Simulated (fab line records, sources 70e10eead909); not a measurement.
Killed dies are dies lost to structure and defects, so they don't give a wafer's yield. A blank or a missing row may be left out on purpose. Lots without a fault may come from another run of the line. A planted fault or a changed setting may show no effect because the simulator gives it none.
Chamber matching | flow nand_harc | NHARC_P_STI_ETCH_42 on rie_diel-13: 4 sister chambers
The step etches the open film in N2/H2, target depth 80 nm, overetch 24 nm, time 61 s. 14 wafers are shown with their chamber, then 6 later ones without.

WAFERS WITH THEIR CHAMBER
wafer  | chamber | showerhead_plenum_p_Torr (Torr) | drypump_motor_current_A (A) | rf_vpp_V (V)
L490.1 | 0       | 2.18                            | 4.7                         | 434.4
L490.3 | 2       | 2.10                            | 5.5                         | 431.1
L490.4 | 3       | 2.14                            | 5.9                         | 432.1
L493.3 | 3       | 2.14                            | 5.8                         | 432.5
L493.4 | 0       | 2.17                            | 4.7                         | 434.8
L493.6 | 3       | 2.14                            | 5.8                         | 433.4
L497.1 | 3       | 2.14                            | 5.9                         | 432.6
L497.3 | 1       | 2.14                            | 5.5                         | 433.1
L497.5 | 0       | 2.17                            | 4.7                         | 434.8
L502.3 | 1       | 2.14                            | 5.4                         | 431.8
L502.6 | 2       | 2.10                            | 5.5                         | 432.0
L508.1 | 2       | 2.10                            | 5.6                         | 431.4
L508.2 | 3       | 2.14                            | 5.9                         | 432.2
L508.6 | 0       | 2.17                            | 4.7                         | 433.9

SIGNATURES (means of the wafers above)
reading                  | chamber 0 | chamber 1 | chamber 2 | chamber 3 | scatter within a chamber
showerhead_plenum_p_Torr | 2.1725    | 2.1400    | 2.1000    | 2.1400    | 0.00274
drypump_motor_current_A  | 4.700     | 5.450     | 5.533     | 5.860     | 0.0486
rf_vpp_V                 | 434.475   | 432.450   | 431.500   | 432.560   | 0.535
Rule: a wafer's distance from a chamber is the root of the sum, over the readings, of the square of ((its reading less the chamber's mean) divided by the reading's scatter). The wafer belongs to the nearest chamber; if the next one is less than 2 further off, it can't be placed. The scatter: the root of (the sum of the squares of (reading less its chamber's mean) over the shown wafers, divided by (wafers less chambers)).

WAFERS WITHOUT THEIR CHAMBER
wafer  | showerhead_plenum_p_Torr (Torr) | drypump_motor_current_A (A) | rf_vpp_V (V)
L510.2 | 2.14                            | 5.5                         | 433.3
L510.3 | 2.17                            | 4.7                         | 435.4
L510.6 | 2.17                            | 4.7                         | 432.2
L511.2 | 2.10                            | 5.6                         | 431.3
L511.5 | 2.10                            | 5.6                         | 433.2
L511.6 | 2.14                            | 5.9                         | 433.2

WHICH CHAMBER EACH WENT THROUGH
wafer  | from the rows above | in truth
L510.2 | 1                   | 1
L510.3 | 0                   | 0
L510.6 | 0                   | 0
L511.2 | 2                   | 2
L511.5 | 2                   | 2
L511.6 | 3                   | 3
Placed correctly: 6 of 6. Can't be placed from these rows: 0. Placed wrongly: 0.
